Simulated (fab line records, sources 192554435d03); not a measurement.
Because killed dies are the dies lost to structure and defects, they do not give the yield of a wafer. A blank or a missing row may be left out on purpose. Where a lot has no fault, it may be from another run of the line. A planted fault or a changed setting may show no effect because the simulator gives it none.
fab line records	flow n5-finfet
record lots=6	wafers=17	last-day=17
route steps=1938 shown BEOL_M9@1419 PASSIVATION@1936
lots untouched by any fault: they come from a run of this same line in which no faults occurred
start-h: start of the lot's first displayed wafer, in hours after the record's first day	wait-h: hours since the lot's step before	" as in the row above	L1.1+2: a single row standing in for several wafers	- no value, or no start given	* or withheld: withheld	< > ~ a bound
route shown NAME@n: NAME is a module with steps in the file, n the number in the route of the first one	usual: mean/standard deviation of fault-free wafers	same: alike in all rows	chamber/n: place in a boat	sites: each site's reading	_std_site: the standard deviation of these	_edge_site: inner sites' mean taken away from outer sites' mean	radius-mm: how far each site lies from the wafer's centre	mask NAME#n: copy n	behind: the last tool/chamber to shape the wafer	hold: why the lot was held/for how many hours/how that ended	device: names the non-switching transistor (n, p or np)	end of line: tests run on the same wafers once the route is complete	for a step that has no rows: nothing shown but its recipe	killed: count of dies lost to structure and defects at first sort (not the wafer's yield)	map: a wafer's dies, x killed, . not, _ none there
set.NAME: the setting the step ran with; set.NAME@STEP: the setting that earlier step ran with	model.NAME: the simulator's own value behind a step, which no gauge read
certain route steps with their lots: each step a table, each wafer a row
services: from which hour (start-h, from the record's first day; less than 0 if before it) a tool's chamber was out of use, for how many hours, and why
## steps
# step N5_BEOL_M9_ETCH_62
# recipe chemistry=N2/H2	target=SOC	target-depth-a=1100	overetch-a=220	mask-material=SiARC	temp-c=40	time-s=165	ion-energy-ev=200	pressure-mtorr=30	source-w=840	bias-w=150	n2-flow-sccm=200	h2-flow-sccm=200
# usual drypump-motor-current-A=5.5/0.36	oes-product-au=0.68/0.082	rf-vpp-V=525.1/2.1	showerhead-plenum-p-Torr=2.58/0.069	throttle-valve-pct=17.82/0.26
lot.wafer	tool	chamber	start-h	wait-h	drypump-motor-current-A	oes-product-au	rf-hours-counter-h	rf-vpp-V	showerhead-plenum-p-Torr	throttle-valve-pct
L335.1	rie-diel-06	2	289.95	0.0	5.1	0.69	95	525.0	2.56	17.72
L335.3	"	0	"	"	5.3	0.61	191	527.1	2.64	17.93
L335.5	"	2	"	"	5.0	0.69	-	524.3	2.56	17.72
L337.2	rie-diel-02	0	305.44	0.0	5.9	0.70	81	524.5	2.54	17.50
L337.3	"	3	"	"	5.8	0.79	9	523.4	2.49	17.79
L337.4	"	0	"	"	5.8	0.70	-	523.8	2.54	17.51
L340.3	rie-diel-06	0	305.87	0.0	5.4	0.60	198	524.1	2.64	17.97
L340.4	"	0	"	"	5.3	0.60	-	526.9	2.64	17.94
L340.5	"	2	"	"	5.0	0.69	-	524.1	2.56	17.74
L339.1	rie-diel-06	0	306.12	0.0	5.4	0.60	198	527.4	2.64	17.95
L339.3	"	3	"	"	4.9	0.84	3	527.9	2.69	17.77
L339.6	"	2	"	"	5.0	0.70	-	525.3	2.56	17.74
L341.2	rie-diel-02	0	312.00	0.0	5.9	0.69	84	526.4	2.54	17.52
L341.3	"	2	"	"	5.6	0.76	33	525.6	2.56	17.30
L341.5	"	0	"	"	5.8	0.70	-	525.4	2.54	17.51
L346.3	rie-diel-06	1	355.47	0.0	5.9	0.78	11	525.6	2.61	17.83
L346.6	"	3	"	"	4.9	0.79	-	528.5	2.69	17.79
# step N5_BEOL_M9_STRIP_68
# recipe chemistry=N2/H2	temp-c=40	n2-flow-sccm=200	h2-flow-sccm=200	rf-frequency-hz=6e+07
# step N5_BEOL_M9_STRIP_67
# recipe chemistry=CF4	resist=SiARC	power-w=300	bias-power-w=75	pressure-mtorr=50	cf4-flow-sccm=150	rf-frequency-hz=6e+07
# usual drypump-motor-current-A=5.4/0.36	oes-product-au=0.80/0.098	rf-vpp-V=271.7/1.3	showerhead-plenum-p-Torr=1.82/0.047	throttle-valve-pct=13.60/0.26
lot.wafer	tool	chamber	start-h	wait-h	drypump-motor-current-A	oes-product-au	rf-hours-counter-h	rf-vpp-V	showerhead-plenum-p-Torr	throttle-valve-pct
L335.1	rie-diel-06	2	290.10	0.0	5.0	0.83	95	270.4	1.78	13.43
L335.3	"	0	"	"	5.3	0.71	191	272.9	1.84	13.48
L335.5	"	2	"	"	5.0	0.82	-	272.1	1.78	13.42
L337.2	rie-diel-02	0	305.59	0.0	5.8	0.82	81	271.7	1.83	13.66
L337.3	"	3	"	"	5.8	0.94	9	272.7	1.75	13.38
L337.4	"	0	"	"	5.8	0.82	-	271.4	1.83	13.66
L340.3	rie-diel-06	0	306.02	0.0	5.3	0.71	198	274.0	1.84	13.49
L340.4	"	0	"	"	5.3	0.71	-	272.4	1.84	13.50
L340.5	"	2	"	"	5.0	0.81	-	270.7	1.78	13.43
L339.1	rie-diel-06	0	306.27	0.0	5.3	0.70	198	274.1	1.84	13.51
L339.3	"	3	"	"	4.9	0.98	3	274.0	1.93	13.75
L339.6	"	2	"	"	5.0	0.83	-	271.8	1.78	13.45
L341.2	rie-diel-02	0	312.15	0.0	5.8	0.82	84	271.1	1.83	13.66
L341.3	"	2	"	"	5.7	0.89	33	273.4	1.81	13.12
L341.5	"	0	"	"	5.8	0.82	-	270.6	1.83	13.67
L346.3	rie-diel-06	1	355.62	0.0	6.0	0.92	11	272.2	1.84	13.43
L346.6	"	3	"	"	4.9	0.94	-	273.3	1.92	13.79
# step N5_BEOL_M9_HM_OPEN_17
# recipe chemistry=Cl2/BCl3	target-depth-a=200	overetch-a=60	target=TiN	mask-material=SOC	ion-energy-ev=150	pressure-mtorr=10	icp-w=1000	bias-w=126	Cl2_flow_sccm=53.25	bcl3-flow-sccm=21.75	Ar_flow_sccm=25
# usual drypump-motor-current-A=5.5/0.52	oes-product-au=0.64/0.075	throttle-valve-pct=22.05/0.29
lot.wafer	tool	chamber	start-h	wait-h	drypump-motor-current-A	oes-product-au	rf-hours-counter-h	throttle-valve-pct
L335.1	rie-metal-03	1	290.14	0.0	5.4	0.75	12	22.33
L335.3	"	0	"	"	5.9	0.68	-	21.63
L335.5	"	1	"	"	5.4	0.75	-	22.33
L337.2	rie-metal-02	1	305.63	0.0	5.0	0.55	98	21.83
L337.3	"	1	"	"	5.0	0.55	-	21.82
L337.4	"	0	"	"	5.5	0.67	-	22.13
L340.3	rie-metal-01	0	306.09	0.1	5.0	0.54	-	22.62
L340.4	"	1	"	"	6.6	0.72	-	21.92
L340.5	"	0	"	"	5.1	0.54	-	22.61
L339.1	rie-metal-02	1	306.31	0.0	5.0	0.55	98	21.84
L339.3	"	1	"	"	5.0	0.55	-	21.84
L339.6	"	0	"	"	5.5	0.66	-	22.16
L341.2	rie-metal-01	0	312.19	0.0	5.0	0.54	112	22.60
L341.3	"	0	"	"	5.0	0.55	-	22.60
L341.5	"	1	"	"	6.6	0.72	-	21.91
L346.3	rie-metal-02	1	355.69	0.1	5.0	0.54	-	21.86
L346.6	"	0	"	"	5.5	0.64	-	22.18
# step N5_BEOL_M9_STRIP_19
# recipe chemistry=O2	power-w=400	temp-c=40	pressure-mtorr=30	rf-frequency-hz=6e+07	bias-power-w=0	overash-fraction=0.2	o2-flow-sccm=225
# usual drypump-motor-current-A=5.5/0.31	oes-product-au=0.81/0.1	rf-vpp-V=3.6/0.59	showerhead-plenum-p-Torr=2.11/0.051	throttle-valve-pct=16.73/0.27
lot.wafer	tool	chamber	start-h	wait-h	drypump-motor-current-A	oes-product-au	rf-hours-counter-h	rf-vpp-V	showerhead-plenum-p-Torr	throttle-valve-pct
L335.1	rie-diel-02	2	290.27	0.1	5.7	0.91	25	4.8	2.11	16.13
L335.3	"	0	"	"	5.8	0.83	76	2.9	2.14	16.70
L335.5	"	2	"	"	5.6	0.92	-	3.0	2.11	16.13
L337.2	rie-diel-02	3	305.74	0.1	5.7	0.96	9	3.2	2.06	16.61
L337.3	"	2	"	"	5.6	0.91	30	3.8	2.10	16.16
L337.4	"	3	"	"	5.8	0.96	-	4.0	2.06	16.63
L340.3	rie-diel-01	1	306.17	0.1	5.5	0.70	202	3.8	2.15	16.77
L340.4	"	1	"	"	5.5	0.70	-	4.1	2.15	16.78
L340.5	"	3	"	"	5.2	0.94	-	2.5	2.07	16.62
L339.1	rie-diel-01	0	306.42	0.1	5.3	0.85	66	3.7	2.13	16.91
L339.3	"	1	"	"	5.5	0.70	202	3.7	2.15	16.77
L339.6	"	1	"	"	5.5	0.70	-	3.9	2.15	16.78
L341.2	rie-diel-02	0	312.30	0.1	5.9	0.82	84	3.2	2.13	16.73
L341.3	"	3	"	"	5.8	0.95	12	2.9	2.06	16.62
L341.5	"	0	"	"	5.9	0.82	-	3.1	2.13	16.76
L346.3	rie-diel-02	3	356.00	0.3	5.8	0.92	19	4.0	2.06	16.65
L346.6	"	3	"	"	5.7	0.93	-	3.2	2.06	16.65
# step N5_BEOL_M9_CD_MEAS_18
# recipe pitch-nm=140	target-cd-nm=70
# usual cd-nm=69.6/0.76
lot.wafer	tool	chamber	start-h	wait-h	cd-nm
L335.1	cd-sem-02	-	290.34	0.0	68.9
L335.3	"	-	"	"	69.3
L335.5	"	-	"	"	70.0
L337.2	cd-sem-03	-	305.81	0.1	69.8
L337.3	"	-	"	"	69.7
L337.4	"	-	"	"	68.9
L340.3	cd-sem-03	-	306.24	0.1	69.9
L340.4	"	-	"	"	69.4
L340.5	"	-	"	"	69.3
L339.1	cd-sem-03	-	306.49	0.0	69.3
L339.3	"	-	"	"	70.0
L339.6	"	-	"	"	68.6
L341.2	cd-sem-01	-	312.37	0.1	68.4
L341.3	"	-	"	"	68.2
L341.5	"	-	"	"	69.8
L346.3	cd-sem-03	-	356.07	0.1	70.1
L346.6	"	-	"	"	70.5
# step N5_BEOL_M9_COAT_63
# recipe resist=SOC	temp-c=250	time-s=60	spin-rpm=1500	resist-thk-nm=60
# step N5_BEOL_M9_COAT_64
# recipe resist=SiARC	temp-c=220	time-s=60	spin-rpm=1500	resist-thk-nm=12
# step N5_BEOL_M9_COAT_75
# recipe resist=underlayer	temp-c=205	time-s=60	spin-rpm=1500	resist-thk-nm=5
# step N5_BEOL_M9_COAT_22
# recipe resist=CAR-EUV	spin-rpm=1500	resist-thk-nm=30
# step N5_BEOL_M9_EBR_24
# recipe solvent=PGMEA	ebr-width-mm=1.5
# step N5_BEOL_M9_SOFTBAKE_23
# recipe temp-c=110	time-s=60	resist=CAR-EUV
# step N5_BEOL_M9_EXPOSE_25
# recipe mask-id=V8	na=0.33	source-shape=annular	sigma-inner=0.4	sigma-outer=0.8	polarization=unpolarized	dose-mj=37.25
# usual exposure-dose-mJ-cm2=37.25/0.21	reticle-temp-C=22.99/0.095
lot.wafer	tool	chamber	start-h	wait-h	mask	exposure-dose-mJ-cm2	reticle-temp-C
L335.1	euv-scanner-01	0	290.68	-	V8#0	37.15	22.96
L335.3	"	0	"	"	V8#0	37.13	22.94
L335.5	"	0	"	"	V8#0	37.12	23.05
L337.2	euv-scanner-02	0	306.41	-	V8#0	37.60	22.88
L337.3	"	0	"	"	V8#0	37.58	23.03
L337.4	"	0	"	"	V8#0	37.59	22.95
L340.3	euv-scanner-02	0	306.77	-	V8#0	38.52	22.91
L340.4	"	0	"	"	V8#0	38.49	22.96
L340.5	"	0	"	"	V8#0	38.50	23.00
L339.1	euv-scanner-02	0	306.79	-	V8#0	38.49	22.85
L339.3	"	0	"	"	V8#0	38.45	23.02
L339.6	"	0	"	"	V8#0	38.43	22.86
L341.2	euv-scanner-01	0	314.36	-	V8#0	37.06	22.88
L341.3	"	0	"	"	V8#0	37.13	22.78
L341.5	"	0	"	"	V8#0	37.14	22.88
L346.3	euv-scanner-01	0	357.49	-	V8#0	37.05	23.11
L346.6	"	0	"	"	V8#0	37.05	23.03
# step N5_BEOL_M9_PEB_26
# recipe peb-temp-c=100	peb-time-s=60	resist=CAR-EUV
# step N5_PASSIVATION_PROBE_49
# usual defect-limited-yield=91.3/1.5	killed_at_M0_to_M3=33/12	killed_at_M4_up=15/5.2	killed-at-contacts=12/5.1	killed-at-front-end=39/11	killed-at-other=5/3.6	killed-dies=103/18	killed-open=67/13	killed-short=33/7.8	sort_bin_5_function=5.1/0.96	sort_bin_6_memory=3.2/0.71	sort-n-pass=1077/18	sort-yield-pct=91.3/1.5
# same gross-dies=1180	killed-at-back-side=0	sort_bin_4_leakage[%]=0	sort_bin_8_speed[%]=0
lot.wafer	tool	chamber	start-h	wait-h	defect-limited-yield[%]	killed_at_M0_to_M3	killed_at_M4_up	killed-at-contacts	killed-at-front-end	killed-at-other	killed-dies	killed-open	killed-short	sort_bin_5_function[%]	sort_bin_6_memory[%]	sort-n-pass	sort-yield-pct[%]
L335.1	prober-01	-	348.58	0.0	93.2	9	30	11	29	1	80	50	29	3.9	2.5	1100	93.2
L335.3	prober-01	-	348.68	0.1	94.7	15	18	9	21	0	63	40	22	3.1	2.0	1117	94.7
L335.5	prober-01	-	348.78	0.2	96.2	7	8	6	22	2	45	32	13	2.2	1.6	1135	96.2
L337.2	prober-02	-	364.56	0.1	91.1	31	17	2	53	2	105	73	32	5.1	3.5	1075	91.1
L337.3	prober-02	-	364.61	0.1	90.0	40	7	8	63	0	118	79	36	6.3	3.3	1062	90.0
L337.4	prober-02	-	364.66	0.2	89.9	26	8	16	66	3	119	86	33	7.0	2.7	1061	89.9
L340.3	prober-01	-	365.28	0.1	90.0	32	19	14	46	7	118	83	28	6.1	3.1	1062	90.0
L340.4	prober-01	-	365.33	0.2	92.5	13	14	18	39	5	89	60	29	4.0	3.1	1091	92.5
L340.5	prober-01	-	365.38	0.2	89.6	34	24	15	40	10	123	77	36	5.5	3.6	1057	89.6
L339.1	prober-02	-	378.11	0.0	91.9	22	11	11	47	5	96	70	24	4.6	3.4	1084	91.9
L339.3	prober-02	-	378.21	0.1	92.8	23	13	10	35	4	85	59	26	4.6	2.5	1095	92.8
L339.6	prober-02	-	378.36	0.3	93.5	20	12	10	34	1	77	45	16	3.4	1.9	1103	93.5
L341.2	prober-01	-	383.37	0.1	91.1	29	15	22	39	0	105	80	25	5.1	3.8	1075	91.1
L341.3	prober-01	-	383.42	0.2	88.1	51	16	21	48	4	140	106	31	6.6	4.9	1040	88.1
L341.5	prober-01	-	383.52	0.3	90.3	40	16	9	47	3	115	70	34	5.9	2.7	1065	90.3
L346.3	prober-02	-	416.03	0.1	91.6	27	15	19	33	5	99	73	25	4.7	3.0	1081	91.6
L346.6	prober-02	-	416.18	0.3	90.9	31	12	23	35	6	107	72	27	4.7	3.3	1073	90.9
# killed by level:class
L335.1 BEOL_M4:geometric-particle:open=18 FIN_SAQP:geometric-particle:short=9 MOL_CONTACT_COAG:geometric-particle:open=8 BEOL_M4:geometric-particle:short=5 FIN_SAQP:geometric-particle:open=4 STI_FIN_REVEAL:geometric-particle:open=4 MOL_CONTACT_COAG:geometric-particle:short=3 ILD0:geometric-particle:short=2
L335.3 BEOL_M4:geometric-particle:open=9 MOL_CONTACT_COAG:geometric-particle:open=6 BEOL_M0_SAQP:geometric-particle:short=5 FIN_SAQP:geometric-particle:open=4 STI_FIN_REVEAL:geometric-particle:open=4 BEOL_M0_SAQP:geometric-particle:open=4 ILD0:geometric-particle:open=3 MOL_CONTACT_COAG:geometric-particle:short=3
L335.5 BEOL_M4:geometric-particle:open=6 MOL_CONTACT_COAG:geometric-particle:open=5 DUMMY_GATE:geometric-particle:open=4 FIN_SAQP:geometric-particle:open=3 STI_FIN_REVEAL:geometric-particle:open=3 ILD0:geometric-particle:open=3 GATE_CUT:geometric-particle:short=3 GATE_CUT:geometric-particle:open=3
L337.2 FIN_SAQP:geometric-particle:open=15 BEOL_M3:geometric-particle:open=11 FIN_SAQP:geometric-particle:short=9 STI_FIN_REVEAL:geometric-particle:open=7 DUMMY_GATE:geometric-particle:open=7 BEOL_M4:geometric-particle:open=7 BEOL_M0_SAQP:geometric-particle:short=5 STARTING-WAFER:geometric-particle:open=5
L337.3 STI_FIN_REVEAL:geometric-particle:open=21 BEOL_M0_SAQP:geometric-particle:open=17 FIN_SAQP:geometric-particle:open=15 FIN_SAQP:geometric-particle:short=10 BEOL_M0_SAQP:geometric-particle:short=10 MOL_CONTACT_COAG:geometric-particle:open=7 BEOL_M3:geometric-particle:open=5 DUMMY_GATE:geometric-particle:open=3
L337.4 STI_FIN_REVEAL:geometric-particle:open=27 MOL_CONTACT_COAG:geometric-particle:open=13 FIN_SAQP:geometric-particle:open=12 FIN_SAQP:geometric-particle:short=8 BEOL_M3:geometric-particle:open=8 BEOL_M0_SAQP:geometric-particle:short=5 STI_FIN_REVEAL:geometric-particle:short=4 BEOL_M3:geometric-particle:short=4
L340.3 BEOL_M4:geometric-particle:open=17 MOL_CONTACT_COAG:geometric-particle:open=12 FIN_SAQP:geometric-particle:open=9 BEOL_M2:geometric-particle:open=9 STI_FIN_REVEAL:geometric-particle:open=7 BEOL_M0_SAQP:geometric-particle:open=7 HKMG_FIN:area-etch=7 DUMMY_GATE:geometric-particle:open=6
L340.4 FIN_SAQP:geometric-particle:short=18 MOL_CONTACT_COAG:geometric-particle:open=17 FIN_SAQP:geometric-particle:open=12 BEOL_M4:geometric-particle:open=9 BEOL_M2:geometric-particle:open=7 BEOL_M3:geometric-particle:open=4 GATE_CUT:geometric-particle:open=2 BEOL_M5:geometric-particle:short=2
L340.5 BEOL_M2:geometric-particle:open=11 MOL_CONTACT_COAG:geometric-particle:open=9 BEOL_M3:geometric-particle:open=9 BEOL_M4:geometric-particle:open=9 FIN_SAQP:geometric-particle:open=8 HKMG_FIN:area-etch=8 MOL_CONTACT_COAG:geometric-particle:short=6 FIN_SAQP:geometric-particle:short=4
L339.1 MOL_CONTACT_COAG:geometric-particle:open=10 STI_FIN_REVEAL:geometric-particle:open=7 GATE_CUT:geometric-particle:open=6 BEOL_M0_SAQP:geometric-particle:open=6 DUMMY_GATE:geometric-particle:open=5 BEOL_M1:geometric-particle:open=5 FIN_SAQP:geometric-particle:open=4 STI_FIN_REVEAL:geometric-particle:short=4
L339.3 BEOL_M1:geometric-particle:open=11 MOL_CONTACT_COAG:geometric-particle:open=8 GATE_CUT:geometric-particle:open=7 GATE_CUT:geometric-particle:short=6 STI_FIN_REVEAL:geometric-particle:open=5 BEOL_M0_SAQP:geometric-particle:open=5 BEOL_M0_SAQP:geometric-particle:short=4 BEOL_M4:geometric-particle:open=4
L339.6 HKMG_FIN:area-etch=15 MOL_CONTACT_COAG:geometric-particle:open=7 BEOL_M1:geometric-particle:open=6 BEOL_M4:geometric-particle:open=6 BEOL_M0_SAQP:geometric-particle:short=4 STARTING-WAFER:geometric-particle:open=4 DUMMY_GATE:geometric-particle:open=3 MOL_CONTACT_COAG:geometric-particle:short=3
L341.2 MOL_CONTACT_COAG:geometric-particle:open=18 FIN_SAQP:geometric-particle:open=13 STI_FIN_REVEAL:geometric-particle:open=11 BEOL_M0_SAQP:geometric-particle:open=6 BEOL_M0_SAQP:geometric-particle:short=6 BEOL_M3:geometric-particle:open=5 BEOL_M5:geometric-particle:open=5 MOL_CONTACT_COAG:geometric-particle:short=4
L341.3 STI_FIN_REVEAL:geometric-particle:open=17 MOL_CONTACT_COAG:geometric-particle:open=16 FIN_SAQP:geometric-particle:open=11 BEOL_M3:geometric-particle:open=11 BEOL_M0_SAQP:geometric-particle:open=9 BEOL_M1:geometric-particle:open=9 FIN_SAQP:geometric-particle:short=8 BEOL_M2:geometric-particle:open=7
L341.5 FIN_SAQP:geometric-particle:open=10 FIN_SAQP:geometric-particle:short=9 HKMG_FIN:area-etch=9 BEOL_M3:geometric-particle:open=8 MOL_CONTACT_COAG:geometric-particle:open=7 BEOL_M2:geometric-particle:open=7 BEOL_M0_SAQP:geometric-particle:open=6 BEOL_M0:geometric-particle:open=5
L346.3 MOL_CONTACT_COAG:geometric-particle:open=15 BEOL_M3:geometric-particle:open=14 FIN_SAQP:geometric-particle:open=9 STI_FIN_REVEAL:geometric-particle:open=7 BEOL_M0_SAQP:geometric-particle:open=7 BEOL_M4:geometric-particle:open=7 FIN_SAQP:geometric-particle:short=6 MOL_CONTACT_COAG:geometric-particle:short=4
L346.6 MOL_CONTACT_COAG:geometric-particle:open=21 FIN_SAQP:geometric-particle:open=9 BEOL_M0_SAQP:geometric-particle:short=9 HKMG_FIN:area-etch=8 BEOL_M2:geometric-particle:open=7 BEOL_M3:geometric-particle:open=6 BEOL_M0_SAQP:geometric-particle:open=5 STI_FIN_REVEAL:geometric-particle:open=3
## services
tool	chamber	start-h	hours	kind
rie-diel-02	3	266.56	10.3	repair
rie-diel-06	3	276.06	-	clean
rie-diel-06	3	276.06	-	consumable-replace:focus-ring
rie-diel-06	3	276.06	-	consumable-replace:showerhead
euv-scanner-01	-	284.56	5.8	pm
euv-scanner-02	-	290.34	1.0	pm
euv-scanner-01	-	294.53	0.3	repair
rie-diel-06	1	301.49	-	clean
rie-diel-06	1	301.49	-	consumable-replace:focus-ring
rie-diel-06	1	301.49	12.5	scheduled-down
euv-scanner-01	-	304.61	1.0	pm
rie-diel-02	1	304.80	-	clean
rie-diel-02	1	304.80	-	consumable-replace:focus-ring
rie-diel-02	1	304.80	19.5	scheduled-down
rie-diel-02	1	304.80	19.5	vent-cycle
rie-diel-02	3	320.24	22.2	repair
euv-scanner-01	-	324.77	4.6	pm
euv-scanner-01	-	331.02	1.6	repair
euv-scanner-02	-	342.42	1.0	pm
euv-scanner-01	-	349.45	0.6	repair
rie-metal-01	1	350.09	25.5	repair
rie-diel-01	0	350.91	2.9	repair
rie-diel-06	2	352.76	1.7	repair
rie-diel-02	1	356.52	10.3	repair
## key
first-sign step=N5_BEOL_M9_EXPOSE_25	reading=exposure-dose-mJ-cm2	direction=up	sigmas=5.9	usual=37.25	struck=38.48
effect none on later readings
met-at N5_BEOL_M9_EXPOSE_25
struck-wafers L339.1,L339.3,L339.6,L340.3,L340.4,L340.5
baseline-loss step=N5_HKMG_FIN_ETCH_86	wafers=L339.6
onset-between 306.41 306.77
fault kind=process-parameter-drift	tool=euv-scanner-02	chamber=-	onset-h=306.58	steps=N5_BEOL_M9_EXPOSE_25	channel=dose-mj	offset=0.94499	shape=step	acts-in=these-recipes-only	stated=37.25
# baseline-loss: these wafers lose ten dies or more at that step, a loss of the line's own and not of a fault; the sort's usual values leave them out
